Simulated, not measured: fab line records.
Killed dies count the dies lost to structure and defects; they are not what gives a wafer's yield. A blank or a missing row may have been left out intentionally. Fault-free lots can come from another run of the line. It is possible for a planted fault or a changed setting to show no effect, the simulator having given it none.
One fault through the eyes of 2 desks / flow nand-harc / numbers are kept per desk, each desk with only its own; the story behind them comes last

== THE DEFECT DESK ==
For each lot, the counts of the inspections along the route, averaged over the sampled wafers that have a number. The brackets show how far a lot's mean lies from the usual mean; more than 4 standard deviations puts the lot out of limits, marked OUT.
Columns: A = raw-defect-count at NHARC_A_M0_INSPECT_27, usual 528; B = raw-defect-count at NHARC_A_M1_INSPECT_11, usual 81
lot=L304; first seen here=day 22 21:32; A=538; B=22
lot=L303; first seen here=day 22 22:38; A=437; B=100
lot=L305; first seen here=day 24 03:57; A=505; B=75
lot=L307; first seen here=day 24 07:13; A=594; B=126
lot=L308; first seen here=day 24 23:31; A=462; B=77
lot=L310; first seen here=day 25 23:35; A=449; B=91
lot=L311; first seen here=day 26 00:56; A=709; B=126
lot=L309; first seen here=day 26 02:58; A=404; B=68
lot=L312; first seen here=day 26 16:29; A=471; B=39
lot=L314; first seen here=day 27 20:12; A=484; B=71
lot=L313; first seen here=day 28 14:42; A=742; B=146
lot=L321; first seen here=day 30 09:32; A=494; B=116
lot=L324; first seen here=day 31 17:03; A=514; B=71
This desk's finding: nothing out of limits on any of the 13 lots.

== DESK OF THE TOOL OWNER: rie-diel-01 ==
The tool's own readings at NHARC_A_M1_ETCH_15 (etches the open film in C4F8/Ar, target depth 182.5 nm, time 91.2 s): means of the sampled wafers that have a number, for each lot that ran on this tool. The brackets show how far a lot's mean lies from the usual mean; more than 4 standard deviations puts the lot out of limits, marked OUT.
Columns: A = oes-product-au at NHARC_A_M1_ETCH_15, usual 0.956 a.u.; B = rf-vpp-V at NHARC_A_M1_ETCH_15, usual 441.2 V
lot=L308; first seen here=day 25 01:48; A=0.970; B=442.4
lot=L310; first seen here=day 26 01:16; A=0.962; B=444.6
lot=L311; first seen here=day 26 02:40; A=0.956; B=441.2
lot=L312; first seen here=day 26 18:07; A=0.923; B=443.8
lot=L321; first seen here=day 30 11:11; A=0.900; B=444.1
This desk's finding: nothing out of limits on any of the 5 lots.

== TAKEN TOGETHER ==
No out-of-limits result turned up at the defect desk.
The desk of the tool owner found nothing out of limits.

== WHAT HAD BEEN PUT IN BY THE SIMULATOR ==
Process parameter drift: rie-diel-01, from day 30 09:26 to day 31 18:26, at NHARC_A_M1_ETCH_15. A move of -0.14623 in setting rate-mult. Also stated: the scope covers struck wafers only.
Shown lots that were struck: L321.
